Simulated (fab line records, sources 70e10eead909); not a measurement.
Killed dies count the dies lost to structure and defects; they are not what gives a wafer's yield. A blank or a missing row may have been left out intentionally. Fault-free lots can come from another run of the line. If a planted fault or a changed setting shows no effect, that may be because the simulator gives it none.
Chamber matching | flow nand harc | 3 sister chambers for NHARC_A_CHANNEL_FILL_D1_STRIP_28 on rie diel-13
The step strips in O2, time 20 s. 14 wafers are shown with their chamber, then 4 later ones without.

## WAFERS WITH THEIR CHAMBER
wafer  | chamber | drypump motor current A (A) | showerhead plenum p Torr (Torr) | oes product au (a.u.)
L761.1 | 3       | 6.1                         | 3.59                            | 1.006
L761.5 | 0       | 6.3                         | 3.51                            | 1.004
L761.6 | 1       | 4.9                         | 3.66                            | 1.005
L766.1 | 0       | 6.3                         | 3.51                            | 1.006
L766.3 | 1       | 4.9                         | 3.66                            | 0.999
L766.5 | 0       | 6.3                         | 3.51                            | 0.994
L767.2 | 1       | 4.8                         | 3.66                            | 0.999
L767.3 | 3       | 6.1                         | 3.59                            | 1.022
L767.6 | 0       | 6.3                         | 3.51                            | 1.008
L774.1 | 3       | 6.1                         | 3.59                            | 1.014
L774.2 | 1       | 4.8                         | 3.66                            | 0.991
L774.4 | 0       | 6.3                         | 3.50                            | 1.008
L776.2 | 0       | 6.3                         | 3.50                            | 0.998
L776.3 | 3       | 6.1                         | 3.58                            | 1.005

SIGNATURES (averages over the wafers above)
reading                  | chamber 0 | chamber 1 | chamber 3 | scatter within a chamber
drypump motor current A  | 6.300     | 4.850     | 6.100     | 0.0302
showerhead plenum p Torr | 3.5067    | 3.6600    | 3.5875    | 0.00435
oes product au           | 1.00300   | 0.99850   | 1.01175   | 0.00642
Rule: a wafer lies at a distance from a chamber equal to the root of the sum of squares, over the readings, of (its reading less the chamber's mean, divided by the reading's scatter). If the next closest chamber is less than 2 further off than the closest, the wafer can't be placed; otherwise it belongs to the closest. The scatter is the square root of a quotient: the sum, over the shown wafers, of each reading's squared deviation from its chamber's mean, divided by wafers minus chambers.

## WAFERS WHOSE CHAMBER IS MISSING
wafer  | drypump motor current A (A) | showerhead plenum p Torr (Torr) | oes product au (a.u.)
L779.4 | 4.9                         | 3.65                            | 0.984
L779.5 | 4.9                         | 3.65                            | 0.987
L782.3 | 6.1                         | 3.58                            | 1.016
L782.6 | 6.1                         | 3.58                            | 1.008

## WHICH CHAMBER EACH ONE RAN IN
wafer  | from the rows above | in truth
L779.4 | 1                   | 1
L779.5 | 1                   | 1
L782.3 | 3                   | 3
L782.6 | 3                   | 3
Placed correctly: 4 of 4. Can't be placed from these rows: 0. Number placed wrongly: 0.
